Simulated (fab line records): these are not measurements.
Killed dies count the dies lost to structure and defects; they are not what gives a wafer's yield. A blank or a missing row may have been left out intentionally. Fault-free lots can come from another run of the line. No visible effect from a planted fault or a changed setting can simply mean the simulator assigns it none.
A single fault, viewed from 2 desks    flow n5Finfet    every desk sees just its own numbers, and what lay behind them comes last

## FROM THE METROLOGY DESK
What the gauges read, lot by lot, whatever tool the lot ran on: means of the sampled wafers that have a number. A lot is out of limits, marked OUT, if its mean lies more than 4 standard deviations from the usual mean; the brackets give that distance. Shown here are 7 of its 10 readings, the ones lying furthest out on some lot.
Columns: A = DIBL_N at N5_BEOL_M4_RC_MEAS_101, usual 35.9 mV/V; B = IOFF_P at N5_BEOL_M4_RC_MEAS_101, usual 0.21 nA/um; C = ION_N at N5_BEOL_M4_RC_MEAS_101, usual 672 uA/um; D = ION_P at N5_BEOL_M4_RC_MEAS_101, usual 462 uA/um; E = SS_P at N5_BEOL_M4_RC_MEAS_101, usual 73.2 mV/dec; F = VT_N at N5_BEOL_M4_RC_MEAS_101, usual 250 mV; G = VT_P at N5_BEOL_M4_RC_MEAS_101, usual -250 mV
lot   first seen here  A     B     C    D    E     F    G
L572  day 7 22:57      36.7  0.20  664  458  73.2  252  -251
L573  day 8 08:36      35.4  0.22  659  466  73.5  253  -249
L574  day 8 16:59      32.9  0.14  647  444  72.9  257  -258
L577  day 9 11:35      31.7  0.14  651  448  72.5  256  -254
L579  day 9 11:38      33.1  0.16  657  456  71.7  252  -254
L578  day 9 12:15      36.9  0.22  675  464  73.7  248  -250
L576  day 9 12:59      36.7  0.21  664  460  73.2  252  -250
L583  day 11 04:35     38.0  0.25  686  474  73.2  246  -245
L587  day 11 16:10     37.7  0.26  682  468  73.4  247  -245
L591  day 12 12:03     34.6  0.17  669  460  72.9  252  -253
Finding of this desk: none of the 10 lots has anything out of limits.

## TOOL OWNER'S DESK, vaporEtch-02
The tool's own readings at N5_FIN_CUT_PRECLEAN_35 (cleans in vHF, time 13.3 s): means of the sampled wafers that have a number, for each lot that ran on this tool. A lot is out of limits, marked OUT, if its mean lies more than 4 standard deviations from the usual mean; the brackets give that distance.
Columns: A = drypumpMotorCurrentA at N5_FIN_CUT_PRECLEAN_35, usual 5.6 A; B = pressureTorr at N5_FIN_CUT_PRECLEAN_35, usual 125.02 Torr; C = tempC at N5_FIN_CUT_PRECLEAN_35, usual 45.00 C
lot   first seen here  A    B       C
L573  day 2 11:29      5.7  125.11  45.14
L574  day 2 15:25      5.7  124.90  44.93
L576  day 3 04:05      5.4  124.93  45.00
L577  day 3 10:26      5.1  125.12  45.15
L578  day 3 16:55      5.4  125.00  44.97
L579  day 3 22:51      5.1  124.82  45.16
Finding of this desk: none of the 6 lots has anything out of limits.

## ALL TOGETHER
Nothing out of limits was seen by the metrology desk.
The desk of the tool owner found nothing out of limits.

## WHAT THE SIMULATOR HAD PUT IN
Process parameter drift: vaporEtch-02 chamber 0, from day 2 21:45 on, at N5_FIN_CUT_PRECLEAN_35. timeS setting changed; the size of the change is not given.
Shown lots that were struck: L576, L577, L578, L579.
